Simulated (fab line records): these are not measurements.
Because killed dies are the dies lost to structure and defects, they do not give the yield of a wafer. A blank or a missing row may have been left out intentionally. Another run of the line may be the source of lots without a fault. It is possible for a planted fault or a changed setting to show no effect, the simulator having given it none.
Which tool is to blame? -- flow n5_finfet -- 72 wafers from 24 lots sampled at 3 of the route's 1938 steps

== WHAT EACH GAUGE READ, for each wafer ==
N5_BEOL_M9_INSPECT_58: inspects for defects (darkfield). Usual: raw_defect_count 67, standard deviation 22.
lot,measured,on,raw_defect_count,flag
L074,day 11 12:23,defect_inspect-01,66 41 45,
L076,day 11 12:35,defect_inspect-02,44 51 59,
L075,day 11 12:55,defect_inspect-01,56 81 96,
L077,day 11 17:26,defect_inspect-01,66 58 91,
L078,day 11 17:10,defect_inspect-01,36 41 31,
L079,day 12 11:05,defect_inspect-02,57 46 68,
L081,day 12 15:08,defect_inspect-02,77 94 80,
L080,day 12 20:08,defect_inspect-01,50 52 37,
L082,day 13 00:37,defect_inspect-01,49 78 65,
L083,day 13 01:26,defect_inspect-01,61 32 37,
L084,day 13 10:49,defect_inspect-02,100 83 77,
L085,day 13 23:51,defect_inspect-02,53 49 60,
L086,day 14 12:10,defect_inspect-02,60 62 82,
L089,day 14 17:03,defect_inspect-02,68 78 41,
L088,day 14 20:01,defect_inspect-02,79 93 52,
L087,day 14 20:43,defect_inspect-02,44 51 54,
L091,day 14 21:11,defect_inspect-02,81 108 114,
L090,day 15 16:27,defect_inspect-01,79 73 92,
L092,day 15 21:32,defect_inspect-01,57 110 57,
L095,day 16 10:47,defect_inspect-01,44 81 40,
L094,day 16 16:21,defect_inspect-02,71 54 89,
L093,day 16 16:48,defect_inspect-01,66 83 104,
L096,day 17 08:58,defect_inspect-02,62 64 64,
L097,day 17 19:00,defect_inspect-01,58 48 89,

== TOOL THAT RAN EACH LOT (tool first, then ch and the chambers of the sampled wafers, then the start) ==
lot,N5_BEOL_M9_ETCH_66,N5_BEOL_M9_PRE_CLEAN_45
L074,"rie_diel-06 ch 0,1,3, day 11 09:22","pvd_sputter-01, day 11 10:42"
L076,"rie_diel-01 ch 0,1,2, day 11 09:32","pvd_sputter-01, day 11 10:53"
L075,"rie_diel-06 ch 1,2,3, day 11 09:49","pvd_sputter-03, day 11 11:15"
L077,"rie_diel-02 ch 2,3, day 11 13:48","pvd_sputter-02, day 11 15:08"
L078,"rie_diel-06 ch 0,1,3, day 11 13:50","pvd_sputter-02, day 11 14:51"
L079,"rie_diel-06 ch 2,3, day 12 08:26","pvd_sputter-01, day 12 09:24"
L081,"rie_diel-02 ch 1,2,3, day 12 12:10","pvd_sputter-02, day 12 13:26"
L080,"rie_diel-06 ch 0,1,2, day 12 16:52","pvd_sputter-02, day 12 17:54"
L082,"rie_diel-06 ch 0,1, day 12 20:18","pvd_sputter-01, day 12 21:49"
L083,"rie_diel-02 ch 1,3, day 12 22:10","pvd_sputter-01, day 12 23:07"
L084,"rie_diel-02 ch 0,1,2, day 13 04:49","pvd_sputter-01, day 13 06:32"
L085,"rie_diel-02 ch 0,2, day 13 19:35","pvd_sputter-03, day 13 21:35"
L086,"rie_diel-06 ch 0,1,2, day 14 07:56","pvd_sputter-03, day 14 10:26"
L089,"rie_diel-06 ch 2,3, day 14 13:26","pvd_sputter-03, day 14 14:31"
L088,"rie_diel-06 ch 1,2,3, day 14 15:47","pvd_sputter-02, day 14 18:14"
L087,"rie_diel-02 ch 0,2,3, day 14 17:52","pvd_sputter-01, day 14 19:00"
L091,"rie_diel-01 ch 2,3, day 14 18:04","pvd_sputter-01, day 14 19:05"
L090,"rie_diel-02 ch 0,1,2, day 15 12:04","pvd_sputter-01, day 15 14:43"
L092,"rie_diel-06 ch 0,2,3, day 15 18:46","pvd_sputter-02, day 15 19:53"
L095,"rie_diel-01 ch 0,1,2, day 16 08:04","pvd_sputter-03, day 16 09:05"
L094,"rie_diel-02 ch 0,3, day 16 11:48","pvd_sputter-02, day 16 12:55"
L093,"rie_diel-06 ch 0,1,2, day 16 12:07","pvd_sputter-02, day 16 13:04"
L096,"rie_diel-02 ch 0,2,3, day 17 03:31","pvd_sputter-03, day 17 04:31"
L097,"rie_diel-02 ch 1,2,3, day 17 13:41","pvd_sputter-02, day 17 14:44"
- N5_BEOL_M9_ETCH_66: etches SOC in N2/H2, target depth 80 nm, overetch 16 nm, time 120 s.
- N5_BEOL_M9_PRE_CLEAN_45: time 30 s.

== WHAT THE TOOLS THEMSELVES READ (means of the sampled wafers that have a number; where no wafer has one, the mark that the record gives instead) ==
N5_BEOL_M9_ETCH_66. Usual: drypump_motor_current_A 6.1 A, standard deviation 0.45; oes_product_au 0.60 a.u., standard deviation 0.07; rf_fwd_power_W 835.7 W, standard deviation 2.6; rf_vpp_V 523 V, standard deviation 3.8; showerhead_plenum_p_Torr 2.51 Torr, standard deviation 0.13; throttle_valve_pct 17.8 %, standard deviation 0.32.
lot,tool,drypump_motor_current_A (A),oes_product_au (a.u.),rf_fwd_power_W (W),rf_vpp_V (V),showerhead_plenum_p_Torr (Torr),throttle_valve_pct (%),flag
L074,rie_diel-06,6.2,0.62,836.0,520,2.42,17.7,
L076,rie_diel-01,5.6,0.55,835.5,523,2.53,18.1,
L075,rie_diel-06,6.1,0.56,837.9,522,2.46,17.9,
L077,rie_diel-02,6.5,0.57,836.0,519,2.37,18.1,
L078,rie_diel-06,6.2,0.62,835.7,521,2.42,17.7,
L079,rie_diel-06,5.9,0.55,837.8,524,2.56,18.0,
L081,rie_diel-02,6.1,0.56,835.3,521,2.46,18.0,
L080,rie_diel-06,5.9,0.62,835.3,522,2.49,17.7,
L082,rie_diel-06,6.0,0.66,837.2,521,2.44,17.4,
L083,rie_diel-02,5.7,0.55,836.4,525,2.56,18.0,
L084,rie_diel-02,6.3,0.61,839.3,524,2.55,17.7,
L085,rie_diel-02,6.8,0.64,833.5,525,2.57,17.6,
L086,rie_diel-06,5.9,0.60,837.6,522,2.48,17.7,
L089,rie_diel-06,6.0,0.60,837.4,526,2.65,17.9,
L088,rie_diel-06,6.1,0.61,835.3,525,2.56,17.9,
L087,rie_diel-02,6.5,0.59,836.5,522,2.48,17.9,
L091,rie_diel-01,5.7,0.61,836.4,524,2.53,17.8,
L090,rie_diel-02,6.3,0.59,835.2,524,2.54,17.7,
L092,rie_diel-06,6.1,0.64,836.5,526,2.61,17.7,
L095,rie_diel-01,5.6,0.66,833.5,524,2.51,17.9,
L094,rie_diel-02,6.4,0.57,835.0,523,2.50,18.1,
L093,rie_diel-06,5.9,0.59,837.2,522,2.47,17.7,
L096,rie_diel-02,6.5,0.57,835.1,522,2.47,17.9,
L097,rie_diel-02,6.1,0.54,834.8,521,2.45,18.1,

N5_BEOL_M9_PRE_CLEAN_45. Usual: heater_power_w 349 W, standard deviation 26.
lot,tool,heater_power_w (W),flag
L074,pvd_sputter-01,360,
L076,pvd_sputter-01,367,
L075,pvd_sputter-03,355,
L077,pvd_sputter-02,349,
L078,pvd_sputter-02,345,
L079,pvd_sputter-01,370,
L081,pvd_sputter-02,331,
L080,pvd_sputter-02,346,
L082,pvd_sputter-01,355,
L083,pvd_sputter-01,352,
L084,pvd_sputter-01,346,
L085,pvd_sputter-03,340,
L086,pvd_sputter-03,347,
L089,pvd_sputter-03,330,
L088,pvd_sputter-02,332,
L087,pvd_sputter-01,357,
L091,pvd_sputter-01,361,
L090,pvd_sputter-01,359,
L092,pvd_sputter-02,354,
L095,pvd_sputter-03,340,
L094,pvd_sputter-02,363,
L093,pvd_sputter-02,338,
L096,pvd_sputter-03,324,
L097,pvd_sputter-02,337,

== THE ANSWER, worked out from the rows above alone ==
Rule: take the mean of a lot's wafers that have a number; if it is more than 3 standard deviations from the usual mean, the lot is off. A lot without any number at a reading at which 4 lots or more have one is off too. All remaining lots with rows at the step are treated as sound. The gauges are gone through in route order, then the tools' own readings, and for those a lot's mean is taken as printed above. At the first step where some lot is off, the reading lying furthest off is the one used; lots without a number count as furthest.
Nothing can be told from this: no lot is off at any reading shown.

== WHAT THE SIMULATOR HAD INSERTED ==
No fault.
